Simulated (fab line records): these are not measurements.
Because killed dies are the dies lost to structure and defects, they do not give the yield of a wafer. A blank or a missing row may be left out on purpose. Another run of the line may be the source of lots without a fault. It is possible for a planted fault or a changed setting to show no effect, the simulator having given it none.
8D (eight disciplines) problem report, filled in by code -- flow nand harc -- the parts of the form that need people (team, actions taken, sign-off) are left out

1. WHAT IS WRONG
heater power total W at NHARC_P_CONTACT_SOFTBAKE_07 reads a mean of 323.24 W on 2 wafers of 2 lots; wafers without a fault read 188.45 W with a standard deviation of 0.13. So: +99 or more standard deviations from the usual mean.
The step: time 55 s.
The first sign was on wafer L795.1 at day 12 20:00, on litho track-01. At this step, 36 wafers from 12 lots have a number in the record. Rule for "out", or "out of limits": more than 4 standard deviations from the usual mean. Any other wafer with a number is counted as sound.

2. WHAT IT IS, WHAT IT ISN'T
question,is,is not
which readings at this step,heater power total W,-
which lots,"L795, L799","L779, L780, L782, L783, L785, L786, L788, L789, L790, L802"
which wafers of those lots,"L795.1, L799.1","L795.4, L795.5, L799.4, L799.6"
read on which tools,litho track-01,"litho track-04, litho track-06"
when,from day 12 20:00,"up to then (29 sound wafers); but 5 sound wafers of L799, L802 came after"

3. THE SUSPECTS, EACH WITH WHAT RULES IT OUT
Counting: if a tool at a process step up to the reading ran every lot that is out, it stays a suspect. Sound lots after the first of them don't rule it out here, since some wafers of a struck lot are sound.
- pvd sputter-02 at NHARC_P_GATE_DEGAS_109 (time 60 s): kept. It processed each lot that is out (first: L795, day 12 18:37); up to then, its last sound lot is L788 (day 9 21:16).
- litho track-01 at NHARC_P_CONTACT_SOFTBAKE_07 (time 55 s): kept. It processed each lot that is out (first: L795, day 12 20:00); up to then, its last sound lot is L790 (day 10 13:00). Its own readings are out on those wafers: heater power total W.
After counting, pvd sputter-02 at NHARC_P_GATE_DEGAS_109 and litho track-01 at NHARC_P_CONTACT_SOFTBAKE_07 remain.

4. THE CAUSE (what the simulator had put in)
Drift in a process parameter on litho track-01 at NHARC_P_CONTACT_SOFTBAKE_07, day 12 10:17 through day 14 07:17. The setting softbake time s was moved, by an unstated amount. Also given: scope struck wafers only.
This tool is one of the 2 suspects left after counting.

5. SEQUENCE OF EFFECTS, ordered by route
One row per reading whose mean, taken over the struck wafers that have a number, lies over 3 standard deviations from the usual. Only readings for which the record gives a usual standard deviation are gone through. hours: the time from each lot's start at the first step in this table that gives one to its start at this step, as a median over the lots. sigmas: the change in usual standard deviations.
hours,step,reading,usual,on struck wafers,change,sigmas
0,NHARC_P_CONTACT_SOFTBAKE_07,heater power total W,188.45 W,323.24,+134.79,+99 or more
Process steps it contains:
- NHARC_P_CONTACT_SOFTBAKE_07: time 55 s.

6. HOW IT WOULD HAVE BEEN CAUGHT EARLIER
10 hours passed between the start of the fault at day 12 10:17 and the first reading out of limits in this record, taken at day 12 20:00.
